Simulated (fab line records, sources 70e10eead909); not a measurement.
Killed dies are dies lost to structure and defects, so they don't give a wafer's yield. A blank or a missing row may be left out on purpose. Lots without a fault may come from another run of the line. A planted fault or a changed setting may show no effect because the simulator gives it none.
A struck lot beside a sound one | flow nand_harc | 14 steps out of a route of 1302
Sound: wafers L598.3, L598.4, L598.6. Struck: wafers L609.1, L609.4, L609.5. The cause comes at the end.
At each step with rows: each side's tool, then ch and its chambers, then its first start. Under that, the readings that differ: sound wafers | struck wafers | difference of the means | sigmas: that difference in standard deviations of wafers without a fault.
alike: readings whose means differ by less than 2 such deviations, and words and numbers that are the same on both sides. not compared: withheld readings, readings that some wafer has no value for, bounds like >300 that may hide the same value, and numbers for which the record gives no deviation and whose values overlap.
The two part at a step that has a row with sigmas, a row that says differs or no value, or rows on one side only. Numbers that don't overlap but have no deviation are shown without sigmas and don't part them. A reading that every wafer of one side lacks parts them only if that side has two wafers or more.

first, 7 steps without rows for these wafers: NHARC_A_STAIRCASE_COAT_304; NHARC_A_STAIRCASE_SOFTBAKE_305 (time 170 s); NHARC_A_STAIRCASE_EBR_306; NHARC_A_STAIRCASE_EXPOSE_307 (exposes mask CHOP 50); NHARC_A_STAIRCASE_PEB_308 (peb time 130 s); NHARC_A_STAIRCASE_DEVELOP_309 (time 140 s); NHARC_A_STAIRCASE_HARDBAKE_311 (time 140 s).
NHARC_A_STAIRCASE_DESCUM_312: chemistry O2, time 3 s.
  sound on rie_diel-03 ch 0,3, day 18 16:10; struck on rie_diel-03 ch 1,2,3, day 23 08:19
  alike: drypump_motor_current_A, oes_product_au, rf_vpp_V, showerhead_plenum_p_Torr, throttle_valve_pct
  not compared: rf_hours_counter_h
NHARC_A_STAIRCASE_ETCH_313: etches the open film in CF4/CHF3.
  sound on rie_diel-03 ch 0,1,3, day 18 16:16; struck on rie_diel-03 ch 0,2, day 23 08:24
  alike: cf4_flow_sccm, drypump_motor_current_A, oes_product_au, rf_vpp_V, showerhead_plenum_p_Torr, throttle_valve_pct
  not compared: rf_hours_counter_h
NHARC_A_STAIRCASE_HM_OPEN_463: chemistry O2/COS.
  sound on rie_diel-03 ch 0,3; struck on rie_diel-03 ch 0,1,3
  alike: drypump_motor_current_A, oes_product_au, rf_vpp_V, showerhead_plenum_p_Torr, throttle_valve_pct
  not compared: rf_hours_counter_h
then, 1 step without rows for these wafers: NHARC_A_STAIRCASE_STRIP_464 (strips in O2/COS).
NHARC_A_STAIRCASE_ETCH_453: etches the open film in CF4/O2, target depth 30 nm, overetch 3 nm, time 16.5 s.
  sound on rie_diel-03 ch 0,3, day 18 16:48; struck on rie_diel-03 ch 0,1,3, day 23 08:57
  reading                         | sound                | struck               | difference | sigmas
  cf4_flow_sccm (sccm)            | 80.48 80.37 79.92    | 40.16 40.65 39.75    | -40.07     | -99 or more
  oes_f_703_au (a.u.)             | 0.997 0.990 0.996    | 1.140 1.146 1.139    | +0.147     | +29
  oes_o_777_au (a.u.)             | 1.004 1.001 1.005    | 2.039 2.035 2.031    | +1.032     | +99 or more
  showerhead_plenum_p_Torr (Torr) | 1.36 1.36 1.28       | 0.84 0.93 0.87       | -0.45      | -7
  throttle_valve_pct (%)          | 13.398 13.389 13.393 | 10.369 10.357 10.364 | -3.030     | -99 or more
  alike: drypump_motor_current_A, oes_product_au, rf_vpp_V
  not compared: rf_hours_counter_h
NHARC_A_STAIRCASE_ETCH_315: etches the open film in C4F8/O2/Ar, target depth 2500 nm, time 607.1 s.
  sound on rie_diel-03 ch 0,3; struck on rie_diel-03 ch 0,1,3
  alike: oes_product_au, rf_vpp_V
  not compared: rf_hours_counter_h
-- the record jumps here: 7 days lie between the struck wafers' starts before and after (it left off in module A_STAIRCASE and takes up again in module END, whose first step shown is number 1302 of the route) --
NHARC_END_SORT_01:
  sound on prober-01 ch 0, day 26 08:40; struck on prober-01 ch 0, day 30 17:28
  reading         | sound | struck | difference | sigmas
  killed_at_other | 0 0 1 | 2 2 3  | +2         | +2
  alike: killed_at_array, killed_at_periphery, killed_dies, killed_open, killed_short

WHERE THEY PART
First at NHARC_A_STAIRCASE_ETCH_453; last, within this record, at NHARC_END_SORT_01.

WHY: what the simulator had put in
Process parameter drift: rie_diel-03, from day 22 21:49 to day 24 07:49, at NHARC_A_STAIRCASE_ETCH_453. Setting cf4_flow_sccm, moved by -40, from 80. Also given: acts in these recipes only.
